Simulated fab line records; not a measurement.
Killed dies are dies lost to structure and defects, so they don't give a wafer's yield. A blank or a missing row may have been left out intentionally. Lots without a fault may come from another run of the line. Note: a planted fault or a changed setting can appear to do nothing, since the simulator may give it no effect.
Chamber matching | flow n5-finfet | N5_BEOL_M8_CURE_74 on uv-cure-01 has 3 sister chambers
The step cures SiCOH lowk, time 240 s. 16 wafers are shown with their chamber, then 8 later ones without.

## WAFERS PAIRED WITH THEIR CHAMBERS
wafer  | chamber | wafer_temp_C_max | lamp-power-pct (%)
L074.2 | 2       | 386.4            | 52.31
L074.3 | 2       | 386.4            | 52.39
L074.5 | 2       | 386.6            | 52.25
L079.1 | 0       | 386.6            | 52.23
L079.4 | 0       | 386.4            | 52.31
L079.6 | 0       | 386.3            | 52.35
L084.1 | 1       | 386.8            | 52.35
L084.5 | 1       | 386.4            | 52.24
L084.6 | 1       | 387.0            | 52.31
L085.1 | 0       | 386.1            | 52.44
L085.4 | 0       | 386.6            | 52.35
L085.5 | 0       | 386.5            | 52.30
L089.1 | 2       | 386.5            | 52.25
L089.3 | 2       | 386.3            | 52.28
L089.4 | 2       | 385.8            | 52.31
L091.1 | 1       | 386.2            | 52.35

SIGNATURES, as means of the wafers listed above
reading          | chamber 0 | chamber 1 | chamber 2 | scatter within a chamber
wafer_temp_C_max | 386.417   | 386.600   | 386.333   | 0.275
lamp-power-pct   | 52.3300   | 52.3125   | 52.2983   | 0.0595
Rule: a wafer's distance from a chamber is the root of the sum, over the readings, of the square of ((its reading less the chamber's mean) divided by the reading's scatter). If the next closest chamber is less than 2 further off than the closest, the wafer can't be placed; otherwise it belongs to the closest. How the scatter is found: for the shown wafers, subtract from each reading the mean of its chamber, square and add these, divide the total by (wafers less chambers), then take the root.

## WAFERS WHOSE CHAMBER IS MISSING
wafer  | wafer_temp_C_max | lamp-power-pct (%)
L091.2 | 386.3            | 52.37
L091.4 | 386.2            | 52.40
L096.1 | 386.1            | 52.36
L096.5 | 385.9            | 52.29
L096.6 | 386.3            | 52.28
L097.1 | 386.3            | 52.37
L097.3 | 386.2            | 52.34
L097.5 | 386.3            | 52.34

## EACH ONE'S CHAMBER
wafer  | from the rows above          | in truth
L091.2 | can't be placed: 0 or 2 or 1 | 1
L091.4 | can't be placed: 0 or 2 or 1 | 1
L096.1 | can't be placed: 0 or 2 or 1 | 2
L096.5 | can't be placed: 2 or 0 or 1 | 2
L096.6 | can't be placed: 2 or 0 or 1 | 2
L097.1 | can't be placed: 0 or 2 or 1 | 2
L097.3 | can't be placed: 0 or 2 or 1 | 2
L097.5 | can't be placed: 0 or 2 or 1 | 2
Correct placement for 0 of the 8. These rows do not allow placing 8 (true chamber among the candidates in 8). Wrongly placed: 0.
